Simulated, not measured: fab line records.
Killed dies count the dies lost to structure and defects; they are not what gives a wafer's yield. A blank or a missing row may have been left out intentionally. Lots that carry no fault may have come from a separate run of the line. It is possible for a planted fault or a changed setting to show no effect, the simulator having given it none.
Matching of chambers + flow n5_finfet + ald_metal-01 running N5_BEOL_M3_ALD_84: 4 sister chambers
The step deposits TaN, pulse time 2 s, purge time 3 s, co reactant purge time 2 s. 4 wafers are shown with their chamber, then 9 later ones without.

== WAFERS, EACH WITH ITS CHAMBER ==
| wafer  | chamber | heater_power_w (W) |
|--------|---------|--------------------|
| L090.6 | 3       | 370                |
| L092.2 | 0       | 445                |
| L092.3 | 1       | 517                |
| L092.6 | 2       | 397                |

== WAFERS WHOSE CHAMBER IS MISSING ==
| wafer  | heater_power_w (W) |
|--------|--------------------|
| L093.1 | 400                |
| L093.3 | 365                |
| L093.5 | 498                |
| L095.2 | 505                |
| L095.4 | 448                |
| L095.5 | 497                |
| L096.3 | 499                |
| L096.4 | 435                |
| L096.5 | 367                |

== CHAMBER TAKEN BY EACH ==
| wafer  | from the rows above | in truth |
|--------|---------------------|----------|
| L093.1 | 2                   | 2        |
| L093.3 | 3                   | 3        |
| L093.5 | 1                   | 1        |
| L095.2 | 1                   | 1        |
| L095.4 | 0                   | 0        |
| L095.5 | 1                   | 1        |
| L096.3 | 1                   | 1        |
| L096.4 | 0                   | 0        |
| L096.5 | 3                   | 3        |
Correct placement for 9 of the 9. Number that these rows cannot place: 0. 0 placed wrongly.
How it was worked out, from the rows above alone: a wafer's distance from a chamber is the root of the sum, over the readings, of the square of ((its reading less the chamber's mean) divided by the reading's scatter). If the next closest chamber is less than 2 further off than the closest, the wafer can't be placed; otherwise it belongs to the closest. A chamber's mean is the mean of its shown wafers. The scatter: root of mean squared gap, hidden wafer to nearest shown wafer, with one shown wafer a chamber.
